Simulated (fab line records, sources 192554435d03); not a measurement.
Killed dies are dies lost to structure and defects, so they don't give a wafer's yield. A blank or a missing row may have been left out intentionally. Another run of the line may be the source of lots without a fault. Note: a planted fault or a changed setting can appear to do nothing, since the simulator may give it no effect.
Split-lot study + flow n5 finfet + on a route of 1938 steps: 7 lots, 21 wafers read

== THE SPLIT ==
At N5_BEOL_M10_ETCH_41 (etches SiCN in CH3F/O2, target depth 42.6 nm, time 86 s), the setting source w was moved away from the recipe's 395 W on 7 of the 21 wafers read, by -17.5% to +16.1%. This setting was run at the recipe's value on the other wafers.

The reading is taken at the split's own step.

== THE READING ==
rf vpp V, in V, at N5_BEOL_M10_ETCH_41 (etches SiCN in CH3F/O2, target depth 42.6 nm, time 86 s). Fault-free wafers of this fab line usually give 297.5 V, standard deviation 1.4 V.

| wafer  | tool, chamber at the split | source w as run, W | against the recipe | rf vpp V, V | against lot-mates on the recipe |
|--------|----------------------------|--------------------|--------------------|-------------|---------------------------------|
| L081.1 | rie diel-04, 0             | 395                | recipe             | 298.6       | -                               |
| L081.2 | rie diel-04, 2             | 395                | recipe             | 296.6       | -                               |
| L081.3 | rie diel-04, 0             | 338.4              | -14.3%             | 314.3       | +16.7                           |
| L082.2 | rie diel-03, 0             | 395                | recipe             | 297.2       | -                               |
| L082.4 | rie diel-03, 2             | 395                | recipe             | 297.5       | -                               |
| L082.6 | rie diel-03, 1             | 395                | recipe             | 297.9       | -                               |
| L084.2 | rie diel-04, 1             | 395                | recipe             | 299.0       | -                               |
| L084.3 | rie diel-04, 0             | 456.1              | +15.5%             | 285.9       | -12.8                           |
| L084.6 | rie diel-04, 1             | 395                | recipe             | 298.4       | -                               |
| L087.1 | rie diel-03, 2             | 395                | recipe             | 297.3       | -                               |
| L087.2 | rie diel-03, 3             | 395                | recipe             | 296.7       | -                               |
| L087.3 | rie diel-03, 1             | 358.4              | -9.3%              | 305.4       | +8.4                            |
| L090.2 | rie diel-04, 0             | 395                | recipe             | 297.5       | -                               |
| L090.3 | rie diel-04, 2             | 395                | recipe             | 296.5       | -                               |
| L090.5 | rie diel-04, 0             | 395                | recipe             | 299.3       | -                               |
| L092.2 | rie diel-03, 3             | 395                | recipe             | 295.7       | -                               |
| L092.4 | rie diel-03, 3             | 458.7              | +16.1%             | 280.9       | -14.8                           |
| L092.6 | rie diel-03, 2             | 458.7              | +16.1%             | 282.2       | -13.5                           |
| L091.2 | rie diel-04, 3             | 326                | -17.5%             | 316.0       | +18.4                           |
| L091.3 | rie diel-04, 2             | 395                | recipe             | 297.6       | -                               |
| L091.6 | rie diel-04, 2             | 326                | -17.5%             | 316.1       | +18.5                           |

FIT RESULTS
A straight line over all 21 wafers: rf vpp V changes by -0.994 V for each +1% of source w; r = -0.99; the points scatter about the line by 1.4 V.
The same after taking each lot's own level away (the mean of its wafers on the recipe; 21 wafers): -0.97 V for each +1%; r = -0.99; scatter 1.1 V.
On that fit, the largest move of source w shifts the reading by 17 V.
The span of the lots' own levels, 295.70 to 298.70 V, comes to 2.1 times the standard deviation stated above.
Consequently the slope shifts little with the lot-to-lot level, the two slopes agreeing.
Check: with one of the wafers moved furthest among these (-17.5%) left out of the fit, the line predicts +17.2 V for it against its lot-mates. It came out at +18.4 V against them.
Tool readings at the split's step, against how far the setting was moved: rf vpp V r = -0.99.

== ADDITIONAL SPLITS CARRIED BY THESE WAFERS ==
Before the reading, these wafers also passed through other splits. Each is held against what the fit with the lots' levels taken away leaves over:
| other split on the same wafers      | wafers away from the commonest value | r with rf vpp V (lot level and that fit taken away) |
|-------------------------------------|--------------------------------------|-----------------------------------------------------|
| N5_BEOL_M8_TRENCH_ETCH_37 time s    | 6                                    | +0.20                                               |
| N5_BEOL_M10_TRENCH_ETCH_37 source w | 5                                    | -0.27                                               |

== THE WHOLE CHAIN: every reading that the file lists as answering this split, in the file's order ==
| step                | what it does                                            | reading                                                        | change (the file's fit)               | r (the file's) |
|---------------------|---------------------------------------------------------|----------------------------------------------------------------|---------------------------------------|----------------|
| N5_BEOL_M10_ETCH_41 | etches SiCN in CH3F/O2, target depth 42.6 nm, time 86 s | rf vpp V                                                       | -0.973 V for each +1% of the setting  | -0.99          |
| N5_BEOL_M10_ETCH_41 | etches SiCN in CH3F/O2, target depth 42.6 nm, time 86 s | etch.depth nm (the simulator's own value, which no gauge read) | +0.127 nm for each +1% of the setting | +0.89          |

== FILE'S OWN FIT ==
rf vpp V changes by -0.973 V for each +1% of source w, r = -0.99.
